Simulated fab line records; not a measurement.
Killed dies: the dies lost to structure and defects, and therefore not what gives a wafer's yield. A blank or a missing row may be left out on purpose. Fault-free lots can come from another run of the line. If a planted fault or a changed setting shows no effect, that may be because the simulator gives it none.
One fault seen from 3 desks / flow n5-finfet / only its own numbers are on each desk; what lay behind them is given at the end

THE DEFECT DESK
Inspection counts along the route, by lot: the mean over sampled wafers that carry a number. If a lot's mean is further than 4 standard deviations from the usual mean, the lot is out of limits and carries the mark OUT (the distance appears in the brackets).
Columns: A = raw-defect-count at N5_MOL_CONTACT_COAG_INSPECT_10, usual 80
lot=L963; first seen here=day 5 10:37; A=97
lot=L964; first seen here=day 5 19:40; A=53
lot=L965; first seen here=day 5 21:23; A=62
lot=L966; first seen here=day 6 09:20; A=68
lot=L968; first seen here=day 6 18:14; A=84
lot=L970; first seen here=day 7 03:32; A=124
lot=L978; first seen here=day 9 07:46; A=73
lot=L979; first seen here=day 9 09:13; A=73
lot=L982; first seen here=day 10 02:47; A=127
lot=L983; first seen here=day 10 10:52; A=75
Result from this desk: across the 10 lots, nothing is out of limits.

AT THE METROLOGY DESK
What the gauges read, lot by lot, whatever tool the lot ran on: means of the sampled wafers that have a number. If a lot's mean is further than 4 standard deviations from the usual mean, the lot is out of limits and carries the mark OUT (the distance appears in the brackets). Shown here are 7 of its 10 readings, the ones lying furthest out on some lot.
Columns: A = DIBL_N at N5_BEOL_M4_RC_MEAS_101, usual 36.5 mV/V; B = DIBL_P at N5_BEOL_M4_RC_MEAS_101, usual 36.6 mV/V; C = IOFF_N at N5_BEOL_M4_RC_MEAS_101, usual 0.160 nA/um; D = IOFF_P at N5_BEOL_M4_RC_MEAS_101, usual 0.217 nA/um; E = ION_P at N5_BEOL_M4_RC_MEAS_101, usual 464 uA/um; F = VT_N at N5_BEOL_M4_RC_MEAS_101, usual 250.0 mV; G = VT_P at N5_BEOL_M4_RC_MEAS_101, usual -250 mV
lot=L963; first seen here=day 9 01:41; A=34.5; B=35.0; C=0.147; D=0.214; E=469; F=250.4; G=-249
lot=L964; first seen here=day 9 03:20; A=36.7; B=36.7; C=0.176; D=0.250; E=472; F=246.6; G=-246
lot=L965; first seen here=day 9 18:49; A=37.5; B=38.2; C=0.186; D=0.225; E=461; F=249.5; G=-252
lot=L966; first seen here=day 9 20:58; A=36.0; B=36.0; C=0.156; D=0.228; E=468; F=249.1; G=-246
lot=L970; first seen here=day 10 02:55; A=37.9; B=36.9; C=0.187; D=0.236; E=466; F=246.4; G=-250
lot=L968; first seen here=day 10 11:13; A=36.8; B=37.6; C=0.177; D=0.261; E=474; F=247.4; G=-244
lot=L978; first seen here=day 12 14:25; A=36.2; B=38.2; C=0.162; D=0.217; E=461; F=250.2; G=-252
lot=L979; first seen here=day 13 01:26; A=35.4; B=36.4; C=0.142; D=0.198; E=462; F=252.6; G=-252
lot=L982; first seen here=day 13 13:08; A=36.2; B=38.6; C=0.169; D=0.215; E=458; F=249.5; G=-249
lot=L983; first seen here=day 13 16:08; A=36.7; B=36.3; C=0.169; D=0.218; E=462; F=248.0; G=-251
Result from this desk: across the 10 lots, nothing is out of limits.

DESK OF THE TOOL OWNER: ald-sin-03
The tool's own readings at N5_MOL_CONTACT_COAG_ALD_27 (deposits SiOC, target thk 17 nm, pulse time 1.5 s, time 2720 s): means of the sampled wafers that have a number, for each lot that ran on this tool. If a lot's mean is further than 4 standard deviations from the usual mean, the lot is out of limits and carries the mark OUT (the distance appears in the brackets).
Columns: A = heater-power-w at N5_MOL_CONTACT_COAG_ALD_27, usual 798 W; B = precursor-pulse-height-rel at N5_MOL_CONTACT_COAG_ALD_27, usual 0.998; C = run-length-s at N5_MOL_CONTACT_COAG_ALD_27, usual 2769.9 s
lot=L963; first seen here=day 5 20:23; A=711; B=0.994; C=2770.1
lot=L965; first seen here=day 6 03:28; A=679; B=0.987; C=2770.0
lot=L966; first seen here=day 6 15:34; A=830; B=0.998; C=2769.9
lot=L968; first seen here=day 7 03:32; A=786; B=0.994; C=2770.1
lot=L978; first seen here=day 9 15:12; A=823; B=1.022; C=3279.0 (+99 or more) OUT
lot=L979; first seen here=day 9 16:54; A=904; B=0.977; C=3533.3 (+99 or more) OUT
This desk finds L978, L979 out of limits, L978 being first, at day 9 15:12 (run-length-s at N5_MOL_CONTACT_COAG_ALD_27). Within limits: L963, L965, L966, L968.

ALL TOGETHER
At day 9 15:12, on L978, L979, the tool owner's desk was in a position to raise an alarm.
The defect desk saw nothing out of limits.
From the metrology desk's view, nothing was out of limits.
The defect desk has L978, L979 on record, within its limits.
The metrology desk holds a record of L978, L979, inside its limits.
Of the lots named, all ran N5_MOL_CONTACT_COAG_ALD_27 on ald-sin-03.

WHAT THE SIMULATOR PUT IN
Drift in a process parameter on ald-sin-03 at N5_MOL_CONTACT_COAG_ALD_27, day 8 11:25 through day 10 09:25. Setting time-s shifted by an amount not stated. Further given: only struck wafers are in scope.
Struck lots among those shown: L978, L979.
Time in hours from fault onset to the first out-of-limits reading at each desk: the tool owner's desk, 28.
